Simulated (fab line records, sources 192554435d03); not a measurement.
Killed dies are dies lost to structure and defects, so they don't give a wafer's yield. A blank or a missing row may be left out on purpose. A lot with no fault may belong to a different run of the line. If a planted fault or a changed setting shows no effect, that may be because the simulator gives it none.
Split-lot experiment	flow n5_finfet	7 lots, 21 wafers read, on a route of 1938 steps

== ON THE SPLIT ==
At N5_BEOL_M0_SAQP_SPACER1_ALD_98 (deposits SiO2, target thk 12.8 nm, pulse time 1 s, purge time 2 s), the setting ald_cycles was moved away from the recipe's 138 on 8 of the 21 wafers read, by -12.3% to +11.6%. All remaining wafers had this setting at the recipe value.

== FROM THE SPLIT TO THE READING: what the file shows between them, 2 steps ==
- N5_BEOL_M0_SAQP_SPACER1_ETCHBACK_99: etches SiO2 in CHF3/O2, target depth 15.4 nm, time 7.7 s
- N5_BEOL_M0_SAQP_MANDREL1_REMOVE_100: chemistry HBr/Cl2/O2, target a-Si, stops on SiNx, bt time 10 s

== THE READING ==
At N5_BEOL_M0_SAQP_CD_MEAS_25: cd_nm in nanometres, against a target cd of 13.1 nm. A value of 12.82 nm with a standard deviation of 0.23 nm is what fault-free wafers of this fab line usually give.

wafer	tool, chamber at the split	ald_cycles as run	against the recipe	cd_nm, nm	against lot-mates on the recipe
L074.2	ald_sin-03, 2	148	+7.2%	13.66	+1.14
L074.4	ald_sin-03, 0	138	recipe	12.52	-
L074.6	ald_sin-03, 1	148	+7.2%	13.57	+1.05
L080.2	ald_sin-01, 0	121	-12.3%	11.02	-1.86
L080.5	ald_sin-01, 0,3	138	recipe	12.72	-
L080.6	ald_sin-01, 0,3	138	recipe	13.04	-
L081.1	ald_sin-03, 3,0	138	recipe	12.85	-
L081.3	ald_sin-03, 3,0	138	recipe	12.40	-
L081.5	ald_sin-03, 1	154	+11.6%	14.24	+1.62
L084.2	ald_sin-01, 3,2,0	154	+11.6%	14.07	no lot-mate on the recipe
L084.3	ald_sin-01, 3,2,0	154	+11.6%	14.16	no lot-mate on the recipe
L084.4	ald_sin-01, 3,2,0	154	+11.6%	14.23	no lot-mate on the recipe
L085.1	ald_sin-01, 0,1,2	138	recipe	12.72	-
L085.2	ald_sin-01, 0,1,2	138	recipe	13.20	-
L085.3	ald_sin-01, 0,1,2	138	recipe	12.73	-
L089.1	ald_sin-03, 2,0	138	recipe	12.98	-
L089.4	ald_sin-03, 2,0	138	recipe	13.32	-
L089.6	ald_sin-03, 3	153	+10.9%	14.12	+0.97
L094.1	ald_sin-03, 3,0,1	138	recipe	12.71	-
L094.2	ald_sin-03, 3,0,1	138	recipe	12.72	-
L094.6	ald_sin-03, 3,0,1	138	recipe	13.07	-
When a row names more than one chamber, that row covers several wafers, and the file does not tell which wafer ran in which chamber.

FIT RESULTS
A straight line over all 21 wafers: cd_nm changes by +0.123 nm for each +1% of ald_cycles; r = +0.96; the points scatter about the line by 0.23 nm.
The same after taking each lot's own level away (the mean of its wafers on the recipe; 18 wafers): +0.135 nm for each +1%; r = +0.96; scatter 0.22 nm.
The reading moves by 1.7 nm for the largest change in ald_cycles, on that fit.
Across the lots, their own levels run from 12.520 to 13.150 nm, a range of 2.7 times the standard deviation given above.
So the lot-to-lot level changes the slope little: the two slopes agree.
Check: with one of the wafers moved furthest among these (-12.3%) left out of the fit, the line predicts -1.54 nm for it against its lot-mates. It came out at -1.86 nm against them.

== OTHER SPLITS ON THESE WAFERS ==
Before the reading, these wafers also passed through other splits. Each is held against what the fit with the lots' levels taken away leaves over:
other split on the same wafers	wafers away from the commonest value	r with cd_nm (lot level and that fit taken away)
N5_HKMG_FIN_ETCH_32 bias_w	6	+0.32
N5_MOL_CONTACT_COAG_ETCH_105 bias_w	2	-0.53
N5_MOL_CONTACT_COAG_ETCH_124 source_w	9	-0.01

== THE WHOLE CHAIN: every reading that the file lists as answering this split, in the file's order ==
step	what it does	reading	change (the file's fit)	r (the file's)
N5_BEOL_M0_SAQP_SPACER1_ALD_98	deposits SiO2, target thk 12.8 nm, pulse time 1 s, purge time 2 s	SiO2_of_BEOL_M0_SAQP_SPACER1_ALD_98.thk_nm (the simulator's own value, which no gauge read)	+0.136 nm for each +1% of the setting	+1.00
N5_BEOL_M0_SAQP_MANDREL1_REMOVE_100	chemistry HBr/Cl2/O2, target a-Si, stops on SiNx, bt time 10 s	BEOL_M0_SAQP.cd_nm (the simulator's own value, which no gauge read)	+0.125 nm for each +1% of the setting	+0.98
N5_BEOL_M0_SAQP_MANDREL1_REMOVE_100	chemistry HBr/Cl2/O2, target a-Si, stops on SiNx, bt time 10 s	SiO2_of_BEOL_M0_SAQP_SPACER1_ALD_98.thk_nm (the simulator's own value, which no gauge read)	+0.134 nm for each +1% of the setting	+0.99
N5_BEOL_M0_SAQP_CD_MEAS_25	target cd 13.1 nm	cd_nm	+0.131 nm for each +1% of the setting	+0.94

== FILE'S OWN FIT ==
cd_nm changes by +0.131 nm for each +1% of ald_cycles, r = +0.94.
